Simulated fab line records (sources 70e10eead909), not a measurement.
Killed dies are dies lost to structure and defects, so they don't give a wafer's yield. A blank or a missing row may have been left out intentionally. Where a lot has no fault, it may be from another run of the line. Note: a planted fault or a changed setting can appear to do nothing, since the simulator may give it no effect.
The tool behind it: which one? | flow nand harc | 13 lots, 39 wafers sampled, at 5 steps of a route of 1302

## WHAT THE GAUGES SHOWED, per wafer
NHARC_END_SORT_01. Usual: killed at array 54, standard deviation 17; killed at other 0.7, standard deviation 1; killed at periphery 3.7, standard deviation 2.9; killed dies 58, standard deviation 16; killed open 3.2, standard deviation 1.9; killed short 2.2, standard deviation 1.5.
lot  | measured     | on        | killed at array | killed at other | killed at periphery | killed dies | killed open | killed short | flag
L842 | day 28 06:05 | prober-01 | 676 49 675      | 0 0 1           | 1 1 1               | 677 50 677  | 3 2 5       | 3 3 3        | OFF

## WHICH TOOL RAN EACH LOT (tool, then ch and the chambers of the sampled wafers, then the start)
lot  | NHARC_A_CONTACT_ALD_18              | NHARC_A_CONTACT_CMP_20        | NHARC_A_BLC_PVD_32                      | NHARC_A_BLC_ALD_23
L836 | ald metal-02 ch 0,1, day 22 22:10   | cmp-03 ch 0,1,3, day 23 00:01 | pvd sputter-02, day 23 02:55 or earlier | ald metal-04 ch 2,3, day 23 02:55
L838 | ald metal-04 ch 0,1,3, day 23 13:33 | cmp-02 ch 0,2,3, day 23 15:22 | pvd sputter-01, day 23 18:32 or earlier | ald metal-01 ch 0,1,3, day 23 18:32
L837 | ald metal-03 ch 0,1, day 23 15:34   | cmp-01 ch 1,3, day 23 16:39   | pvd sputter-03, day 23 20:20 or earlier | ald metal-04 ch 1,2, day 23 20:20
L842 | ald metal-04 ch 0,2,3, day 26 02:16 | cmp-03 ch 0,3, day 26 03:19   | pvd sputter-01, day 26 06:06 or earlier | ald metal-04 ch 0,1, day 26 06:06
L850 | ald metal-03 ch 0,3, day 28 04:56   | cmp-03 ch 0,1,3, day 28 06:05 | pvd sputter-01, day 28 09:10 or earlier | ald metal-01 ch 0,1, day 28 09:10
L849 | ald metal-03 ch 1,2, day 28 12:51   | cmp-01 ch 1,2,3, day 28 14:00 | pvd sputter-01, day 28 17:45 or earlier | ald metal-04 ch 1,2, day 28 17:45
L852 | ald metal-03 ch 0,1,3, day 29 07:17 | cmp-01 ch 0,3, day 29 08:20   | pvd sputter-03, day 29 11:17 or earlier | ald metal-01 ch 1,2,3, day 29 11:17
L851 | ald metal-04 ch 0,1,3, day 29 08:25 | cmp-03 ch 0,1,2, day 29 09:31 | pvd sputter-01, day 29 12:25 or earlier | ald metal-03 ch 0,1,3, day 29 12:25
L853 | ald metal-04 ch 0,2,3, day 29 19:47 | cmp-01 ch 1,2,3, day 29 20:52 | pvd sputter-01, day 29 23:40 or earlier | ald metal-03 ch 0,2,3, day 29 23:40
L854 | ald metal-04 ch 1,2,3, day 30 09:23 | cmp-02 ch 0,1,3, day 30 10:26 | pvd sputter-01, day 30 13:26 or earlier | ald metal-03 ch 0,1, day 30 13:26
L855 | ald metal-02 ch 1,2,3, day 30 12:05 | cmp-03 ch 0,1, day 30 13:12   | pvd sputter-01, day 30 16:05 or earlier | ald metal-04 ch 1,2, day 30 16:05
L857 | ald metal-02 ch 0,2,3, day 31 15:27 | cmp-03 ch 0,2,3, day 31 16:32 | pvd sputter-01, day 31 19:22 or earlier | ald metal-04 ch 0,2,3, day 31 19:22
L858 | ald metal-03 ch 2,3, day 32 13:50   | cmp-02 ch 0,3, day 32 14:58   | pvd sputter-02, day 32 17:45 or earlier | ald metal-04 ch 0,3, day 32 17:45
- NHARC_A_CONTACT_ALD_18: deposits TiN, target thk 3 nm, pulse time 1 s, ald cycles 150.
- NHARC_A_CONTACT_CMP_20: polishes, t overpolish 30 s, target thk 300 nm.
- NHARC_A_BLC_PVD_32: deposits Ti, target thk 5 nm, time 17.7 s.
- NHARC_A_BLC_ALD_23: deposits TiN, target thk 3 nm, pulse time 1 s, ald cycles 150.

## WHAT THE TOOLS THEMSELVES READ (means of the sampled wafers that have a number; where no wafer has one, the mark that the record gives instead)
NHARC_A_CONTACT_ALD_18. Usual: heater power w 1095 W, standard deviation 94; precursor pulse height rel 0.999, standard deviation 0.02.
lot  | tool         | heater power w (W) | precursor pulse height rel | flag
L836 | ald metal-02 | 1154               | 0.994                      |
L838 | ald metal-04 | 1072               | 0.997                      |
L837 | ald metal-03 | 1230               | 1.012                      |
L842 | ald metal-04 | 1093               | 0.998                      |
L850 | ald metal-03 | 1057               | 1.006                      |
L849 | ald metal-03 | 1074               | 0.995                      |
L852 | ald metal-03 | 1131               | 1.008                      |
L851 | ald metal-04 | 1072               | 0.980                      |
L853 | ald metal-04 | 1102               | 1.008                      |
L854 | ald metal-04 | 1041               | 1.004                      |
L855 | ald metal-02 | 1108               | 0.992                      |
L857 | ald metal-02 | 1094               | 0.989                      |
L858 | ald metal-03 | 991                | 0.993                      |

NHARC_A_CONTACT_CMP_20. Usual: motor current A 11.9 A, standard deviation 1.2; overpolish run s 29.999 s, standard deviation 0.0085; time to endpoint s 61 s, standard deviation 4.2.
lot  | tool   | motor current A (A) | overpolish run s (s) | time to endpoint s (s) | flag
L836 | cmp-03 | 11.3                | 29.998               | 62                     |
L838 | cmp-02 | 12.0                | 29.992               | 59                     |
L837 | cmp-01 | 11.3                | 29.987               | 57                     |
L842 | cmp-03 | 12.8                | 29.991               | 65                     |
L850 | cmp-03 | 12.3                | 30.001               | 60                     |
L849 | cmp-01 | 11.7                | 29.995               | 58                     |
L852 | cmp-01 | 10.8                | 30.002               | 57                     |
L851 | cmp-03 | 11.7                | 30.007               | 64                     |
L853 | cmp-01 | 11.5                | 29.998               | 58                     |
L854 | cmp-02 | 12.0                | 29.996               | 60                     |
L855 | cmp-03 | 11.5                | 29.991               | 63                     |
L857 | cmp-03 | 12.7                | 29.999               | 65                     |
L858 | cmp-02 | 12.7                | 30.004               | 60                     |

NHARC_A_BLC_PVD_32. Usual: cathode dc power W 5000.2 W, standard deviation 0.83; throttle valve pct 30.3 %, standard deviation 0.66.
lot  | tool           | cathode dc power W (W) | throttle valve pct (%) | flag
L836 | pvd sputter-02 | 5000.2                 | 29.5                   |
L838 | pvd sputter-01 | 5000.1                 | 30.4                   |
L837 | pvd sputter-03 | 4999.9                 | 30.7                   |
L842 | pvd sputter-01 | 5001.0                 | 30.0                   |
L850 | pvd sputter-01 | 5000.1                 | 30.0                   |
L849 | pvd sputter-01 | 5000.0                 | 30.1                   |
L852 | pvd sputter-03 | 4999.8                 | 31.3                   |
L851 | pvd sputter-01 | 4999.3                 | 30.1                   |
L853 | pvd sputter-01 | 4999.9                 | 30.2                   |
L854 | pvd sputter-01 | 5000.2                 | 30.6                   |
L855 | pvd sputter-01 | 5000.0                 | 30.3                   |
L857 | pvd sputter-01 | 4999.5                 | 30.5                   |
L858 | pvd sputter-02 | 5000.3                 | 30.1                   |

NHARC_A_BLC_ALD_23. Usual: heater power w 1090 W, standard deviation 89; precursor pulse height rel 1.002, standard deviation 0.02.
lot  | tool         | heater power w (W) | precursor pulse height rel | flag
L836 | ald metal-04 | 1092               | 1.022                      |
L838 | ald metal-01 | 1037               | 0.982                      |
L837 | ald metal-04 | 1051               | 1.004                      |
L842 | ald metal-04 | 1044               | 0.994                      |
L850 | ald metal-01 | 960                | 1.012                      |
L849 | ald metal-04 | 1034               | 0.985                      |
L852 | ald metal-01 | 1111               | 1.011                      |
L851 | ald metal-03 | 1139               | 0.991                      |
L853 | ald metal-03 | 1080               | 1.005                      |
L854 | ald metal-03 | 1190               | 0.993                      |
L855 | ald metal-04 | 1089               | 1.017                      |
L857 | ald metal-04 | 1114               | 0.996                      |
L858 | ald metal-04 | 1079               | 0.999                      |

## THE ANSWER, worked out from the rows above alone
Rule: lot off if the mean of its wafers having a number is beyond 3 standard deviations from the usual mean. Also off: a lot with no number at a reading for which 4 or more lots have one. Any other lot the step has rows for is counted as sound. The gauges are gone through in route order, then the tools' own readings, and for those a lot's mean is taken as printed above. At the first step where some lot is off, the reading lying furthest off is the one used; lots without a number count as furthest.
Off at NHARC_END_SORT_01 (killed dies): L842. Neither off nor sound, because the step has no rows for them: L836, L838, L837, L850, L849, L852, L851, L853, L854, L855, L857, L858.
A tool fits if, at a process step before that reading, it ran every lot that is off, and no sound lot after the first of them. Those tools and the gauges at NHARC_END_SORT_01 are tried in the same way. With no start given for some of its lots, NHARC_A_BLC_PVD_32 uses the hours and lot order of NHARC_A_BLC_ALD_23. Can't be told from this: 4 tools fit, ald metal-04 at NHARC_A_CONTACT_ALD_18 and NHARC_A_BLC_ALD_23, cmp-03 at NHARC_A_CONTACT_CMP_20, pvd sputter-01 at NHARC_A_BLC_PVD_32, prober-01 at NHARC_END_SORT_01.

## WHAT THE SIMULATOR PUT IN
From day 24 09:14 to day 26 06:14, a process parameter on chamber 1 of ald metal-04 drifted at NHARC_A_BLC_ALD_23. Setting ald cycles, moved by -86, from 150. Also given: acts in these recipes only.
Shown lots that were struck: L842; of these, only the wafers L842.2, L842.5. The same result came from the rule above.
